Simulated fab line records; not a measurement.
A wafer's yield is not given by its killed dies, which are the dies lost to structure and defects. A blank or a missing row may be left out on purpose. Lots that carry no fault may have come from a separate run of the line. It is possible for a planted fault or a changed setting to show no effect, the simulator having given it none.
fab line records    flow n5Finfet    part 2 of 2: steps 5 to 6 of 6
record lots=22  wafers=66  lastDay=17
route steps=1938 shown BEOL_M10@1505 BEOL_M11@1540
lots untouched by any fault: they come from a run of this same line in which no faults occurred
startH: the number of hours between the record's first day and the start of the first shown wafer of the lot    waitH: hours elapsed since this lot's preceding step    " same as the row above    L1.1+2: a single row standing in for several wafers    - either no value or no given start    * or withheld: withheld    < > ~ a bound
route shown NAME@n: NAME is a module with steps in the file, n the number in the route of the first one    usual: mean/standard deviation taken from wafers without a fault    same: alike in all rows    chamber/n: place in a boat    sites: per-site readings    _std_site: standard deviation of those values    _edge_site: mean of outer sites minus mean of inner sites    radiusMm: for every site, how far away it sits from the centre of the wafer    mask NAME#n: copy n    behind: tool/chamber where the wafer was last shaped    hold: why the lot was held/for how many hours/how that ended    device: the transistor (n, p or np) that didn't switch    end of line: the route-end tests of the same wafers    for a step that has no rows: nothing shown but its recipe    killed: dies lost to structure and defects at the first sort, not the wafer's yield    map: the dies of a wafer, with x for killed, . for not killed, _ for no die there
set.NAME: the run value of the setting; set.NAME@STEP: its run value at that earlier step    model.NAME: the simulator's own value behind a step, which no gauge read
the route's steps for a sample of lots (tables are steps, rows are wafers)
services: a tool's chamber out of use, with start hour (startH, from the record's first day; less than 0 if before it), hours out, and reason
## steps
# step N5_BEOL_M11_DESCUM_33
# recipe chemistry=O2  timeS=7.9  sourcePowerW=50  biasPowerW=20  pressureMtorr=20  rfFrequencyHz=2.712e+07  tempC=40  resist=CAR-ArF  o2FlowSccm=225
# usual drypumpMotorCurrentA=5.5/0.5  o2FlowSccm=224.9/0.61  oesProductAu=0.79/0.089  rfVppV=243.3/1.4  showerheadPlenumPTorr=2.09/0.068  throttleValvePct=20.42/0.24
# same timeS=7.9
lot.wafer  tool        chamber  startH  waitH  drypumpMotorCurrentA  o2FlowSccm  oesProductAu  rfHoursCounterH  rfVppV  showerheadPlenumPTorr  throttleValvePct
L074.1     rieDiel-03  0        221.27  0.6    5.3                   224.7       0.70          205              243.5   2.16                   20.45
L074.5     "           1        "       "      5.2                   223.8       0.69          -                245.4   2.15                   20.41
L074.6     "           0        "       "      5.3                   225.7       0.70          -                244.5   2.16                   20.44
L075.1     rieDiel-03  0        233.54  0.0    5.3                   225.2       0.69          210              244.5   2.16                   20.45
L075.2     "           1        "       "      5.2                   224.5       0.70          221              243.7   2.15                   20.41
L075.4     "           0        "       "      5.3                   224.5       0.69          -                245.1   2.16                   20.46
L077.1     rieDiel-06  2        242.55  0.0    5.7                   224.8       0.72          159              241.4   2.00                   20.83
L077.2     "           3        "       "      6.8                   224.8       0.86          58               243.6   2.12                   20.19
L077.6     "           2        "       "      5.7                   225.7       0.72          -                241.7   2.00                   20.81
L078.1     rieDiel-05  0        243.09  0.4    5.3                   224.3       0.75          178              243.3   2.07                   20.15
L078.4     "           2        "       "      6.0                   225.1       1.00          -                241.6   2.05                   20.40
L078.6     "           1        "       "      5.6                   225.6       0.92          -                245.6   2.23                   20.46
L076.4     rieDiel-05  2        243.57  0.8    6.0                   224.9       0.99          -                241.4   2.05                   20.38
L076.5     "           1        "       "      5.6                   224.2       0.92          -                245.6   2.23                   20.45
L076.6     "           0        "       "      5.3                   225.5       0.75          -                242.6   2.07                   20.15
L079.4     rieDiel-03  1        249.01  0.1    5.2                   225.0       0.69          226              242.4   2.15                   20.41
L079.5     "           0        "       "      5.4                   225.1       0.69          -                243.2   2.16                   20.47
L079.6     "           3        "       "      5.1                   224.7       0.83          -                242.2   2.10                   20.28
L080.1     rieDiel-06  2        258.53  0.4    5.7                   225.5       0.71          165              241.2   2.00                   20.83
L080.3     "           1        "       "      5.3                   226.4       0.84          85               244.7   2.12                   20.53
L080.4     "           0        "       "      5.5                   224.8       0.74          175              241.0   2.00                   20.69
L081.2     rieDiel-03  0        274.37  0.0    5.3                   224.2       0.68          223              244.0   2.15                   20.48
L081.4     "           3        "       "      5.1                   224.5       0.80          115              242.7   2.10                   20.32
L081.6     "           2        "       "      4.8                   225.5       0.89          -                241.5   2.05                   19.93
L083.1     rieDiel-05  3        274.95  0.4    5.4                   225.0       0.73          200              244.7   2.17                   20.45
L083.2     "           0        "       "      5.3                   225.6       0.75          188              243.5   2.07                   20.19
L083.6     "           2        "       "      6.0                   225.7       0.95          -                241.7   2.05                   20.43
L084.1     rieDiel-06  0        275.34  0.7    5.5                   225.1       0.73          181              242.0   2.00                   20.70
L084.2     "           3        "       "      6.8                   224.6       0.84          69               244.3   2.12                   20.18
L084.4     "           1        "       "      5.3                   224.2       0.83          91               243.4   2.11                   20.52
L088.1     rieDiel-06  1        301.59  0.0    5.3                   224.2       0.83          98               244.2   2.11                   20.54
L088.2     "           3        "       "      6.8                   224.6       0.83          79               243.9   2.11                   20.21
L088.3     "           2        "       "      5.8                   224.7       0.72          179              241.4   2.00                   20.84
L087.3     rieDiel-05  2        302.21  0.5    6.0                   224.1       0.93          19               242.2   2.05                   20.43
L087.5     "           2        "       "      6.0                   225.1       0.93          -                243.5   2.05                   20.43
L087.6     "           1        "       "      5.6                   225.2       0.88          -                244.6   2.22                   20.47
L086.1     rieDiel-03  1        302.27  0.4    5.2                   225.6       0.68          239              243.1   2.14                   20.44
L086.3     "           2        "       "      4.8                   224.8       0.87          34               243.8   2.05                   19.95
L086.4     "           0        "       "      5.3                   225.1       0.68          231              243.6   2.15                   20.49
L090.1     rieDiel-06  3        322.80  0.0    6.8                   223.7       0.82          85               244.2   2.11                   20.23
L090.2     "           0        "       "      5.5                   225.0       0.72          196              241.6   1.99                   20.72
L090.5     "           0        "       "      5.5                   224.7       0.72          -                242.3   1.99                   20.74
L089.1     rieDiel-05  0        323.17  0.2    5.3                   224.8       0.72          204              242.6   2.06                   20.19
L089.4     "           2        "       "      6.0                   225.5       0.91          26               241.8   2.05                   20.44
L089.6     "           1        "       "      5.6                   225.0       0.86          -                246.6   2.22                   20.48
L091.3     rieDiel-03  1        328.00  0.0    5.2                   225.5       0.67          246              244.5   2.14                   20.47
L091.4     "           2        "       "      4.8                   225.5       0.86          41               242.2   2.04                   19.94
L091.6     "           2        "       "      4.8                   225.5       0.85          -                240.7   2.04                   19.95
L093.1     rieDiel-06  1        332.35  0.4    5.4                   226.0       0.82          108              243.8   2.11                   20.54
L093.4     "           3        "       "      6.7                   225.4       0.81          88               244.3   2.11                   20.23
L093.6     "           1        "       "      5.4                   225.5       0.81          -                243.8   2.11                   20.58
L092.1     rieDiel-05  3        339.00  0.0    5.4                   225.2       0.71          219              243.1   2.16                   20.48
L092.3     "           1        "       "      5.6                   224.8       0.87          43               245.0   2.21                   20.49
L092.6     "           2        "       "      6.0                   225.8       0.90          -                241.7   2.04                   20.45
L094.1     rieDiel-06  2        341.84  0.0    5.7                   224.7       0.71          191              242.8   1.99                   20.88
L094.2     "           3        "       "      6.8                   225.1       0.82          90               244.0   2.11                   20.22
L094.3     "           1        "       "      5.4                   225.3       0.81          111              245.1   2.11                   20.56
L095.2     rieDiel-05  3        348.68  0.4    5.4                   225.1       0.70          223              241.7   2.16                   20.48
L095.3     "           0        "       "      5.3                   225.6       0.72          212              243.4   2.06                   20.21
L095.6     "           3        "       "      5.4                   225.4       0.70          -                243.7   2.16                   20.49
L097.3     rieDiel-05  2        360.51  0.0    6.0                   224.7       0.90          37               244.1   2.04                   20.45
L097.4     "           3        "       "      5.4                   225.3       0.70          226              244.6   2.16                   20.50
L097.6     "           1        "       "      5.6                   224.6       0.84          -                246.2   2.21                   20.50
L096.1     rieDiel-03  1        369.33  0.4    5.2                   225.0       0.98          3                246.5   2.14                   20.09
L096.3     "           2        "       "      4.8                   225.8       0.83          57               242.2   2.04                   19.98
L096.5     "           3        "       "      5.1                   224.6       0.78          -                242.0   2.09                   20.36
# step N5_BEOL_M11_STRIP_36
# recipe chemistry=N2/H2  powerW=450  tempC=40  pressureMtorr=20  rfFrequencyHz=6e+07  overashFraction=0.3  biasPowerW=7  h2Frac=0.5  n2FlowSccm=200  h2FlowSccm=200
# usual drypumpMotorCurrentA=5.5/0.5  oesProductAu=0.79/0.087  rfVppV=59.5/1.8  showerheadPlenumPTorr=2.54/0.085  throttleValvePct=23.6/0.34
lot.wafer  tool        chamber  startH  waitH  drypumpMotorCurrentA  oesProductAu  rfHoursCounterH  rfVppV  showerheadPlenumPTorr  throttleValvePct
L074.1     rieDiel-03  0        221.54  0.0    5.3                   0.70          205              58.3    2.63                   23.7
L074.5     "           1        "       "      5.2                   0.70          -                62.3    2.62                   23.6
L074.6     "           0        "       "      5.3                   0.69          -                60.4    2.63                   23.7
L075.1     rieDiel-03  0        233.82  0.0    5.3                   0.69          210              55.5    2.63                   23.7
L075.2     "           1        "       "      5.2                   0.69          221              59.0    2.62                   23.6
L075.4     "           0        "       "      5.3                   0.69          -                59.6    2.63                   23.8
L077.1     rieDiel-06  2        242.82  0.0    5.7                   0.71          159              61.6    2.44                   24.2
L077.2     "           3        "       "      6.8                   0.86          58               56.8    2.57                   23.3
L077.6     "           2        "       "      5.7                   0.72          -                59.2    2.44                   24.2
L078.1     rieDiel-05  0        243.36  0.0    5.3                   0.76          178              61.4    2.53                   23.2
L078.4     "           2        "       "      6.0                   0.99          -                57.0    2.49                   23.9
L078.6     "           1        "       "      5.6                   0.91          -                58.3    2.70                   23.7
L076.4     rieDiel-05  2        243.84  0.0    6.0                   0.99          -                61.2    2.49                   23.9
L076.5     "           1        "       "      5.6                   0.91          -                62.5    2.70                   23.7
L076.6     "           0        "       "      5.3                   0.76          -                58.0    2.53                   23.2
L079.4     rieDiel-03  1        249.28  0.0    5.1                   0.69          226              62.4    2.61                   23.7
L079.5     "           0        "       "      5.4                   0.69          -                58.6    2.63                   23.7
L079.6     "           3        "       "      5.1                   0.84          -                59.0    2.55                   23.5
L080.1     rieDiel-06  2        258.80  0.0    5.7                   0.74          165              58.4    2.44                   24.3
L080.3     "           1        "       "      5.4                   0.85          85               62.9    2.57                   23.9
L080.4     "           0        "       "      5.5                   0.73          175              60.0    2.42                   23.8
L081.2     rieDiel-03  0        274.64  0.0    5.4                   0.67          223              58.7    2.62                   23.7
L081.4     "           3        "       "      5.1                   0.82          115              59.7    2.55                   23.4
L081.6     "           2        "       "      4.8                   0.88          -                59.8    2.47                   23.0
L083.1     rieDiel-05  3        275.22  0.0    5.4                   0.72          200              60.8    2.63                   23.4
L083.2     "           0        "       "      5.3                   0.74          189              59.3    2.52                   23.2
L083.6     "           2        "       "      6.0                   0.94          -                56.8    2.49                   23.9
L084.1     rieDiel-06  0        275.62  0.0    5.5                   0.73          181              57.2    2.41                   23.8
L084.2     "           3        "       "      6.8                   0.84          70               59.7    2.57                   23.3
L084.4     "           1        "       "      5.3                   0.83          91               61.7    2.57                   23.9
L088.1     rieDiel-06  1        301.86  0.0    5.3                   0.83          99               57.0    2.57                   23.9
L088.2     "           3        "       "      6.7                   0.83          79               57.6    2.56                   23.3
L088.3     "           2        "       "      5.7                   0.72          179              60.3    2.43                   24.3
L087.3     rieDiel-05  2        302.48  0.0    6.0                   0.91          19               62.1    2.49                   24.0
L087.5     "           2        "       "      6.0                   0.93          -                58.7    2.48                   23.9
L087.6     "           1        "       "      5.6                   0.87          -                62.2    2.69                   23.7
L086.1     rieDiel-03  1        302.54  0.0    5.2                   0.68          239              58.7    2.61                   23.7
L086.3     "           2        "       "      4.8                   0.87          35               62.6    2.47                   23.1
L086.4     "           0        "       "      5.3                   0.68          232              59.8    2.62                   23.7
L090.1     rieDiel-06  3        323.07  0.0    6.8                   0.80          85               59.2    2.56                   23.3
L090.2     "           0        "       "      5.5                   0.73          196              59.2    2.41                   23.8
L090.5     "           0        "       "      5.5                   0.71          -                61.8    2.41                   23.8
L089.1     rieDiel-05  0        323.44  0.0    5.3                   0.73          204              59.9    2.51                   23.2
L089.4     "           2        "       "      6.0                   0.90          26               60.1    2.48                   24.0
L089.6     "           1        "       "      5.6                   0.86          -                59.1    2.69                   23.7
L091.3     rieDiel-03  1        328.27  0.0    5.2                   0.68          246              59.9    2.61                   23.7
L091.4     "           2        "       "      4.8                   0.83          41               61.8    2.47                   23.0
L091.6     "           2        "       "      4.8                   0.85          -                59.1    2.47                   23.1
L093.1     rieDiel-06  1        332.62  0.0    5.3                   0.81          108              58.4    2.56                   23.9
L093.4     "           3        "       "      6.7                   0.83          88               60.1    2.56                   23.3
L093.6     "           1        "       "      5.4                   0.81          -                59.8    2.56                   23.9
L092.1     rieDiel-05  3        339.27  0.0    5.4                   0.69          219              58.1    2.62                   23.5
L092.3     "           1        "       "      5.6                   0.86          44               62.3    2.69                   23.8
L092.6     "           2        "       "      6.0                   0.88          -                59.8    2.48                   24.0
L094.1     rieDiel-06  2        342.11  0.0    5.7                   0.70          191              57.4    2.42                   24.3
L094.2     "           3        "       "      6.8                   0.81          90               61.7    2.56                   23.3
L094.3     "           1        "       "      5.4                   0.80          111              60.1    2.56                   23.9
L095.2     rieDiel-05  3        348.95  0.0    5.4                   0.71          224              61.1    2.62                   23.5
L095.3     "           0        "       "      5.3                   0.72          213              60.2    2.51                   23.2
L095.6     "           3        "       "      5.4                   0.71          -                61.3    2.62                   23.5
L097.3     rieDiel-05  2        360.78  0.0    6.0                   0.89          37               58.9    2.48                   24.0
L097.4     "           3        "       "      5.4                   0.70          226              62.0    2.62                   23.5
L097.6     "           1        "       "      5.6                   0.83          -                57.0    2.69                   23.8
L096.1     rieDiel-03  1        369.60  0.0    5.2                   0.99          3                57.5    2.60                   23.3
L096.3     "           2        "       "      4.8                   0.84          57               57.8    2.46                   23.1
L096.5     "           3        "       "      5.1                   0.78          -                58.1    2.54                   23.5
## services
tool           chamber  startH  hours  kind
rieDiel-05     1        189.36  -      clean
rieDiel-05     1        189.36  -      consumableReplace:focusRing
rieDiel-05     1        189.36  -      consumableReplace:showerhead
rieDiel-05     1        189.36  17.0   scheduledDown
rieDiel-05     1        189.36  17.0   ventCycle
rieDiel-03     2        208.36  12.5   repair
rieDiel-03     3        217.87  22.0   repair
rieDiel-05     2        219.60  -      clean
rieDiel-02     -        220.78  2.3    repair
rieDiel-05     3        240.96  8.6    repair
rieDiel-01     3        270.15  5.9    repair
rieDiel-05     2        283.44  5.7    repair
rieDiel-01     2        285.76  10.5   repair
rieDiel-03     1        291.24  4.8    repair
rieDiel-03     -        296.14  0.2    repair
rieDiel-01     0        307.46  4.7    repair
rieDiel-06     -        307.82  0.2    repair
rieDiel-01     0        314.89  13.9   repair
rieDiel-01     1        329.92  2.2    repair
rieDiel-03     0        341.19  7.5    repair
rieDiel-04     3        350.74  3.8    repair
rieDiel-01     -        352.40  0.5    repair
pvdSputter-01  -        363.13  9.5    repair
pvdSputter-02  -        369.14  3.4    repair
